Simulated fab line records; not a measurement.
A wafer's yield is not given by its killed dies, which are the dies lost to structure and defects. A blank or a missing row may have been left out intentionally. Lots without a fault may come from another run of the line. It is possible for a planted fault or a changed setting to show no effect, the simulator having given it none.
Matching of chambers -- flow n5 finfet -- 4 sister chambers for N5_BEOL_M7_STRIP_67 on rie diel-04
The step strips in CF4. 8 wafers are shown with their chamber, then 12 later ones without.

== WAFERS PAIRED WITH THEIR CHAMBERS ==
wafer,chamber,drypump motor current A (A),oes product au (a.u.)
L085.3,3,5.1,0.84
L089.1,0,5.9,0.69
L089.4,2,5.7,0.95
L089.5,1,5.2,0.69
L089.6,0,5.9,0.70
L094.1,1,5.2,0.68
L094.2,2,5.7,0.92
L094.3,3,5.2,0.82

== WAFERS WITHOUT THEIR CHAMBER ==
wafer,drypump motor current A (A),oes product au (a.u.)
L094.4,5.9,0.69
L094.5,5.2,0.82
L094.6,5.7,0.92
L096.1,5.9,0.68
L096.2,5.7,0.91
L096.3,5.1,0.82
L096.4,5.3,0.68
L096.5,5.1,0.81
L096.6,5.9,0.69
L097.2,5.2,0.82
L097.3,5.9,0.68
L097.5,5.2,0.82

== WHICH CHAMBER EACH WENT THROUGH ==
wafer,from the rows above,in truth
L094.4,0,0
L094.5,3,3
L094.6,2,2
L096.1,0,0
L096.2,2,2
L096.3,3,3
L096.4,1,1
L096.5,3,3
L096.6,0,0
L097.2,3,3
L097.3,0,0
L097.5,3,3
Correct placement for 12 of the 12. From these rows, 0 cannot be placed. 0 placed wrongly.
How it was worked out, from the rows above alone: a wafer's distance from a chamber is the root of the sum, over the readings, of the square of ((its reading less the chamber's mean) divided by the reading's scatter). The wafer belongs to the nearest chamber; if the next one is less than 2 further off, it can't be placed. For every chamber, the mean is computed from those of its wafers that are shown. The scatter is the square root of a quotient: the sum, over the shown wafers, of each reading's squared deviation from its chamber's mean, divided by wafers minus chambers.
